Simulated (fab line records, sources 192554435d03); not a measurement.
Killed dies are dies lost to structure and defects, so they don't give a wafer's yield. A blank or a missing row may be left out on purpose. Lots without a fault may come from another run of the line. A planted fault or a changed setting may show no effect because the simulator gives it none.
One fault seen from 2 desks | flow n5_finfet | each desk has only its own numbers; what lay behind them comes last

THE TOOL OWNER'S DESK: pvd_sputter-02
The tool's own readings at N5_BEOL_M1_SPUTTER_86 (material Cu, target thk 4.5 nm, time 8.29 s): means of the sampled wafers that have a number, for each lot that ran on this tool. A lot is out of limits, marked OUT, if its mean lies more than 4 standard deviations from the usual mean; the brackets give that distance.
Columns: A = susceptor_temp_C at N5_BEOL_M1_SPUTTER_86, usual -20.00 C; B = throttle_valve_pct at N5_BEOL_M1_SPUTTER_86, usual 29.8 %
lot  | first seen here | A      | B
L389 | day 8 13:08     | -19.97 | 29.6
L390 | day 8 15:49     | -19.91 | 27.6
L391 | day 8 18:28     | -19.95 | 28.1
L393 | day 9 07:58     | -19.98 | 29.0
L403 | day 11 21:59    | -20.02 | 28.9
This desk's finding: nothing out of limits on any of the 5 lots.

THE METROLOGY DESK
What the gauges read, lot by lot, whatever tool the lot ran on: means of the sampled wafers that have a number. A lot is out of limits, marked OUT, if its mean lies more than 4 standard deviations from the usual mean; the brackets give that distance.
Columns: A = MIM_BOT_OVL at N5_MIM_BOT_LITHO_OVL_MEAS_11, usual 0 nm
lot  | first seen here | A
L382 | day 11 07:54    | -6
L381 | day 11 08:13    | -4
L384 | day 12 11:13    | -2
L386 | day 13 01:43    | -8
L389 | day 13 08:00    | 2
L388 | day 13 10:09    | -8
L390 | day 13 18:47    | 4
L391 | day 14 01:47    | 6
L393 | day 14 11:19    | 2
L401 | day 16 17:31    | 8
L403 | day 17 02:24    | -1
This desk's finding: nothing out of limits on any of the 11 lots.

PUT TOGETHER
The tool owner's desk saw nothing out of limits.
The metrology desk saw nothing out of limits.

WHAT THE SIMULATOR HAD PUT IN
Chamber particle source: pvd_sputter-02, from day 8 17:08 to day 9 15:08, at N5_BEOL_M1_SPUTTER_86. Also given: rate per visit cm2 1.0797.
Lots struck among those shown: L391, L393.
